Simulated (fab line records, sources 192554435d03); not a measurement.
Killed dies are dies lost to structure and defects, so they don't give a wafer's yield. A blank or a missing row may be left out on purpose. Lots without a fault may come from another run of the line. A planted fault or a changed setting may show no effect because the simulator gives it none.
Chamber matching | flow n5_finfet | N5_BEOL_M0_SAQP_ETCH_88 on rie_diel-05: 4 sister chambers
The step etches underlayer in N2/H2, target depth 6.5 nm, time 5.2 s. 4 wafers are shown with their chamber, then 9 later ones without.

WAFERS WITH THEIR CHAMBER
wafer  | chamber | showerhead_plenum_p_Torr (Torr)
L082.4 | 2       | 2.43
L088.2 | 1       | 2.51
L088.3 | 3       | 2.44
L088.5 | 0       | 2.48

WAFERS WITHOUT THEIR CHAMBER
wafer  | showerhead_plenum_p_Torr (Torr)
L093.1 | 2.51
L093.4 | 2.47
L093.5 | 2.51
L094.2 | 2.42
L094.3 | 2.51
L094.4 | 2.44
L097.1 | 2.44
L097.4 | 2.47
L097.5 | 2.47

WHICH CHAMBER EACH WENT THROUGH
wafer  | from the rows above     | in truth
L093.1 | 1                       | 1
L093.4 | 0                       | 0
L093.5 | 1                       | 1
L094.2 | can't be placed: 2 or 3 | 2
L094.3 | 1                       | 1
L094.4 | can't be placed: 3 or 2 | 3
L097.1 | can't be placed: 3 or 2 | 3
L097.4 | 0                       | 0
L097.5 | 0                       | 0
Placed correctly: 6 of 9. Can't be placed from these rows: 3 (the true chamber is among the candidates in 3). Placed wrongly: 0.
How it was worked out, from the rows above alone: a wafer's distance from a chamber is the root of the sum, over the readings, of the square of ((its reading less the chamber's mean) divided by the reading's scatter). The wafer belongs to the nearest chamber; if the next one is less than 2 further off, it can't be placed. A chamber's mean is the mean of its shown wafers. The scatter: with one shown wafer a chamber, the root of the mean of the squares of how far each hidden wafer lies from its nearest shown one.
